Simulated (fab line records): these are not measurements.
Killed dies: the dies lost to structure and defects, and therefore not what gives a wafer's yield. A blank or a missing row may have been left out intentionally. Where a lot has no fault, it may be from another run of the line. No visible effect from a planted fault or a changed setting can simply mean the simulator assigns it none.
Which tool is to blame?	flow nand_harc	42 wafers from 14 lots sampled at 5 of the route's 1302 steps

WHAT EACH GAUGE READ, for each wafer
NHARC_END_SORT_01. Usual: killed_at_array 58, standard deviation 20; killed_at_other 1.0, standard deviation 1.2; killed_at_periphery 4.1, standard deviation 3; killed_dies 63, standard deviation 20; killed_open 3.2, standard deviation 1.7; killed_short 2.5, standard deviation 1.5.
lot	measured	on	killed_at_array	killed_at_other	killed_at_periphery	killed_dies	killed_open	killed_short	flag
L209	day 25 13:08	prober-01	663 668 670	3 0 1	8 6 5	674 674 676	2 6 2	3 4 3	OFF
L206	day 25 15:17	prober-02	671 672 672	1 2 0	1 2 3	673 676 675	1 4 0	3 1 1	OFF
L212	day 26 05:01	prober-02	670 670 661	2 1 1	1 2 7	673 673 669	1 4 9	4 4 2	OFF
L219	day 29 17:09	prober-02	27 20 31	2 1 1	13 9 13	42 30 45	1 2 4	2 0 2	
L223	day 30 23:25	prober-01	81 99 99	0 2 0	2 3 0	83 104 99	4 2 2	5 6 3	
L225	day 32 00:02	prober-01	89 67 77	0 3 2	4 1 3	93 71 82	5 1 5	4 4 2	

TOOL THAT RAN EACH LOT (tool first, then ch and the chambers of the sampled wafers, then the start)
lot	NHARC_A_CONTACT_DEP_28	NHARC_THIN_TSV_DESCUM_14	NHARC_THIN_TSV_PVD_51	NHARC_THIN_TSV_STRIP_56
L208	acl_dep-02 ch 0, day 21 20:46	rie_diel-13 ch 0,1,2, day 24 11:15	pvd_sputter-01, day 24 17:45 or earlier	plasma_asher-01 ch 0,1, day 24 17:45
L207	acl_dep-01 ch 0, day 21 22:53	rie_diel-02 ch 0,1,3, day 24 10:13	pvd_sputter-03, day 24 16:55 or earlier	plasma_asher-01 ch 0,1, day 24 16:55
L209	acl_dep-01 ch 0, day 22 02:56	-	-	-
L206	acl_dep-01 ch 0, day 22 06:29	-	-	-
L212	acl_dep-01 ch 0, day 23 00:46	-	-	-
L213	acl_dep-03 ch 0, day 23 21:07	rie_diel-03 ch 0,1, day 26 06:44	pvd_sputter-02, day 26 13:01 or earlier	plasma_asher-01 ch 0,1, day 26 13:01
L219	acl_dep-01 ch 0, day 26 04:56	rie_diel-03 ch 0,2,3, day 28 22:24	pvd_sputter-01, day 29 04:59 or earlier	plasma_asher-02 ch 0,1, day 29 04:59
L221	acl_dep-02 ch 0, day 27 02:50	rie_diel-02 ch 0,1,3, day 29 15:14	pvd_sputter-03, day 29 21:37 or earlier	plasma_asher-01 ch 0,1, day 29 21:37
L220	acl_dep-01 ch 0, day 27 04:38	rie_diel-03 ch 0,1, day 29 14:04	pvd_sputter-02, day 29 20:22 or earlier	plasma_asher-02 ch 0,1, day 29 20:22
L222	acl_dep-03 ch 0, day 27 17:24	rie_diel-03 ch 0,2,3, day 30 08:35	pvd_sputter-01, day 30 15:03 or earlier	plasma_asher-02 ch 0,1, day 30 15:03
L223	acl_dep-01 ch 0, day 27 17:56	rie_diel-03 ch 0,1,2, day 30 07:22	pvd_sputter-03, day 30 14:18 or earlier	plasma_asher-02 ch 0,1, day 30 14:18
L225	acl_dep-03 ch 0, day 28 17:20	rie_diel-03 ch 1,2, day 31 06:39	pvd_sputter-01, day 31 13:07 or earlier	plasma_asher-01 ch 0,1, day 31 13:07
L226	acl_dep-01 ch 0, day 29 17:57	rie_diel-13 ch 1,2,3, day 32 06:09	pvd_sputter-01, day 32 13:31 or earlier	plasma_asher-01 ch 0,1, day 32 13:31
L228	acl_dep-01 ch 0, day 30 00:06	rie_diel-02 ch 0,1,3, day 32 15:58	pvd_sputter-02, day 32 22:23 or earlier	plasma_asher-01 ch 0,1, day 32 22:23
- NHARC_A_CONTACT_DEP_28: deposits aC, target thk 7000 nm.
- NHARC_THIN_TSV_DESCUM_14: chemistry O2, time 3 s.
- NHARC_THIN_TSV_PVD_51: deposits Cu, target thk 100 nm.
- NHARC_THIN_TSV_STRIP_56: strips in O2.

AS READ BY THE TOOLS THEMSELVES (means over the sampled wafers that have a number; for cases with no such wafer, the mark the record gives instead)
NHARC_A_CONTACT_DEP_28. Usual: throttle_valve_pct 34.999 %, standard deviation 0.0097.
lot	tool	throttle_valve_pct (%)	flag
L208	acl_dep-02	34.992	
L207	acl_dep-01	35.004	
L209	acl_dep-01	34.990	
L206	acl_dep-01	35.000	
L212	acl_dep-01	34.998	
L213	acl_dep-03	34.990	
L219	acl_dep-01	35.003	
L221	acl_dep-02	35.006	
L220	acl_dep-01	35.004	
L222	acl_dep-03	35.006	
L223	acl_dep-01	34.994	
L225	acl_dep-03	34.995	
L226	acl_dep-01	35.000	
L228	acl_dep-01	35.002	

NHARC_THIN_TSV_DESCUM_14. Usual: drypump_motor_current_A 5.7 A, standard deviation 0.36; oes_product_au 1.001 a.u., standard deviation 0.011; rf_vpp_V 57.6 V, standard deviation 0.85; showerhead_plenum_p_Torr 1.87 Torr, standard deviation 0.06; throttle_valve_pct 11.311 %, standard deviation 0.0096.
lot	tool	drypump_motor_current_A (A)	oes_product_au (a.u.)	rf_vpp_V (V)	showerhead_plenum_p_Torr (Torr)	throttle_valve_pct (%)	flag
L208	rie_diel-13	5.7	0.995	57.8	1.83	11.302	
L207	rie_diel-02	5.9	1.010	58.1	1.90	11.308	
L213	rie_diel-03	5.4	0.999	57.8	1.85	11.313	
L219	rie_diel-03	5.6	1.004	57.5	1.91	11.310	
L221	rie_diel-02	5.9	1.002	58.0	1.89	11.305	
L220	rie_diel-03	5.6	1.003	56.7	1.82	11.312	
L222	rie_diel-03	5.6	1.005	58.2	1.91	11.305	
L223	rie_diel-03	5.6	1.011	57.8	1.88	11.326	
L225	rie_diel-03	5.9	1.013	57.5	1.90	11.298	
L226	rie_diel-13	5.7	0.996	57.5	1.87	11.309	
L228	rie_diel-02	5.8	0.996	57.0	1.89	11.308	

NHARC_THIN_TSV_PVD_51. Usual: throttle_valve_pct 30.1 %, standard deviation 0.75.
lot	tool	throttle_valve_pct (%)	flag
L208	pvd_sputter-01	30.6	
L207	pvd_sputter-03	29.9	
L213	pvd_sputter-02	30.3	
L219	pvd_sputter-01	29.6	
L221	pvd_sputter-03	29.7	
L220	pvd_sputter-02	30.0	
L222	pvd_sputter-01	30.0	
L223	pvd_sputter-03	29.9	
L225	pvd_sputter-01	29.3	
L226	pvd_sputter-01	29.5	
L228	pvd_sputter-02	29.8	

NHARC_THIN_TSV_STRIP_56. Usual: drypump_motor_current_A 5.8 A, standard deviation 0.45; heater_power_w 324 W, standard deviation 29.
lot	tool	drypump_motor_current_A (A)	heater_power_w (W)	flag
L208	plasma_asher-01	5.3	302	
L207	plasma_asher-01	5.3	301	
L213	plasma_asher-01	5.4	299	
L219	plasma_asher-02	6.2	333	
L221	plasma_asher-01	5.3	298	
L220	plasma_asher-02	6.1	357	
L222	plasma_asher-02	6.1	335	
L223	plasma_asher-02	6.1	336	
L225	plasma_asher-01	5.4	307	
L226	plasma_asher-01	5.4	307	
L228	plasma_asher-01	5.4	308	

THE ANSWER, worked out from the rows above alone
Rule: lot off if the mean of its wafers having a number is beyond 3 standard deviations from the usual mean. Also off: a lot with no number at a reading for which 4 or more lots have one. Where the step has rows for the other lots, those lots are counted as sound. Order of review: gauges by route order, followed by the tools' own readings, for which a lot's mean as printed above is used. At the first step where some lot is off, the reading lying furthest off is the one used; lots without a number count as furthest.
Off: L209, L206, L212 (NHARC_END_SORT_01, killed_at_array). Neither off nor sound, because the step has no rows for them: L208, L207, L213, L221, L220, L222, L226, L228.
If a tool, at a process step before that reading, ran all the lots that are off and no sound lot after the first of them, it fits. The gauges at NHARC_END_SORT_01 are tried like those tools. NHARC_THIN_TSV_PVD_51 gives no start for some lots, so the hours and the order of its lots are those of NHARC_THIN_TSV_STRIP_56. Not one of the candidates tried fits.

WHAT THE SIMULATOR HAD PUT IN
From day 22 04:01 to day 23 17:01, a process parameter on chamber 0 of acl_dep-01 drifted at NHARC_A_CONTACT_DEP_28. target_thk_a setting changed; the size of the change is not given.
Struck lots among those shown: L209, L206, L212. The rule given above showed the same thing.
